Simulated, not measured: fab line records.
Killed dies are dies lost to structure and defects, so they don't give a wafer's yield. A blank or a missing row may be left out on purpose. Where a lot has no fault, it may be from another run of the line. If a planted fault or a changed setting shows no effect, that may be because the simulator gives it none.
Chamber matching :: flow n5 finfet :: ald sin-01 running N5_SDB_ALD_29: 4 sister chambers
The step deposits SiNx, target thk 30 nm, pulse time 1 s, ald cycles 600. 4 wafers are shown with their chamber, then 7 later ones without.

== WAFERS WITH THEIR CHAMBER ==
wafer: L088.3
chamber: 0
heater power w (W): 958

wafer: L088.4
chamber: 3
heater power w (W): 947

wafer: L091.1
chamber: 2
heater power w (W): 718

wafer: L091.3
chamber: 1
heater power w (W): 823

== WAFERS WITH NO CHAMBER GIVEN ==
wafer: L091.6
heater power w (W): 985

wafer: L095.2
heater power w (W): 925

wafer: L095.4
heater power w (W): 702

wafer: L095.5
heater power w (W): 790

wafer: L097.2
heater power w (W): 939

wafer: L097.3
heater power w (W): 691

wafer: L097.5
heater power w (W): 795

== CHAMBER TAKEN BY EACH ==
wafer: L091.6
from the rows above: can't be placed: 0 or 3
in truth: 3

wafer: L095.2
from the rows above: can't be placed: 3 or 0
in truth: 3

wafer: L095.4
from the rows above: 2
in truth: 2

wafer: L095.5
from the rows above: can't be placed: 1 or 2
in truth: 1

wafer: L097.2
from the rows above: can't be placed: 3 or 0
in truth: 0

wafer: L097.3
from the rows above: 2
in truth: 2

wafer: L097.5
from the rows above: 1
in truth: 1
Correctly placed: 3 of 7. Cannot be placed on the basis of these rows: 4; the candidates contain the true chamber in 4. Number placed wrongly: 0.
How it was worked out, from the rows above alone: a wafer's distance from a chamber is the root of the sum, over the readings, of the square of ((its reading less the chamber's mean) divided by the reading's scatter). If the next closest chamber is less than 2 further off than the closest, the wafer can't be placed; otherwise it belongs to the closest. The mean given for a chamber averages the wafers shown for that chamber. The scatter (one wafer shown for each chamber): square how far every hidden wafer sits from the nearest shown wafer, average those squares and take the square root.
